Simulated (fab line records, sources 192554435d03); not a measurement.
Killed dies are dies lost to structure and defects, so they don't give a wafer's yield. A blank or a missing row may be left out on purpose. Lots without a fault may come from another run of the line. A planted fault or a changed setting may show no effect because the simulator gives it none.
Problem report in the 8D (eight disciplines) form, filled by code | flow n5_finfet | the parts of the form that need people (team, actions taken, sign-off) are left out

1. THE PROBLEM
run_length_s at N5_MOL_CONTACT_COAG_ALD_27 reads a mean of 2889.5 s on 5 wafers of 3 lots; wafers without a fault read 2769.9 s with a standard deviation of 0.56. That is +99 or more standard deviations from the usual mean.
The step: deposits SiOC, target thk 17 nm, pulse time 1.5 s, time 2720 s.
First seen on wafer L930.2, day 7 18:50, on ald_sin-04. The record holds 29 wafers of 10 lots with a number at this step. Rule for "out", or "out of limits": more than 4 standard deviations from the usual mean. The other wafers with a number count as sound.

2. WHAT IT IS AND WHAT IT IS NOT
question                    | is                                     | is not
which readings at this step | run_length_s                           | heater_power_w, precursor_pulse_height_rel
which lots                  | L930, L932, L933                       | L919, L923, L935, L938, L939, L941, L942
which wafers of those lots  | L930.2, L930.5, L932.2, L932.5, L933.2 | L930.4, L932.4, L933.1, L933.3
read on which tools         | ald_sin-04                             | ald_sin-02, ald_sin-03
when                        | from day 7 18:50                       | up to then (7 sound wafers); but 17 sound wafers of L932, L933, L935, L938, L939, L941, L942 came after

3. SUSPECTS, AND WHAT RULES EACH OUT
Counting: a tool at a process step up to the reading stays a suspect if it ran every lot that is out. Sound lots after the first of them don't rule it out here, since some wafers of a struck lot are sound.
- rtp_anneal-01 at N5_MOL_CONTACT_COAG_ANNEAL_113 (time 300 s): kept. It ran every lot that is out, first L930 (day 7 16:34).
- ald_sin-04 at N5_MOL_CONTACT_COAG_ALD_27 (deposits SiOC, target thk 17 nm, pulse time 1.5 s, time 2720 s): kept. It ran every lot that is out, first L930 (day 7 18:50). Its own readings are out on those wafers: run_length_s.
Left after counting: rtp_anneal-01 at N5_MOL_CONTACT_COAG_ANNEAL_113, ald_sin-04 at N5_MOL_CONTACT_COAG_ALD_27.

4. THE CAUSE (what the simulator had put in)
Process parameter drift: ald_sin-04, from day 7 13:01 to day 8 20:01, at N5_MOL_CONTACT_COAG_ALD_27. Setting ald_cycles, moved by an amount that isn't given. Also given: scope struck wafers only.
Counting left 2 suspects, and this tool is among them.

5. THE CHAIN OF EFFECTS, in route order
Each row: a reading whose mean over the struck wafers that have a number lies more than 3 standard deviations from the usual. Only readings for which the record gives a usual standard deviation are gone through. hours: the time from each lot's start at the first step in this table that gives one to its start at this step, as a median over the lots. sigmas: the change in usual standard deviations.
hours | step                       | reading      | usual    | on struck wafers | change | sigmas
0     | N5_MOL_CONTACT_COAG_ALD_27 | run_length_s | 2769.9 s | 2889.5           | +119.6 | +99 or more
The process steps in it:
- N5_MOL_CONTACT_COAG_ALD_27: deposits SiOC, target thk 17 nm, pulse time 1.5 s, time 2720 s.
Later measuring or inspecting steps at which every struck wafer that the step has a row for has a number for every such reading, and none has moved that far: N5_MOL_CONTACT_COAG_THK_MEAS_29, N5_BEOL_M4_RC_MEAS_101.

6. WHAT WOULD HAVE CAUGHT IT SOONER
In this record the first reading out of limits was taken at day 7 18:50, 6 hours after the fault began at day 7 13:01.
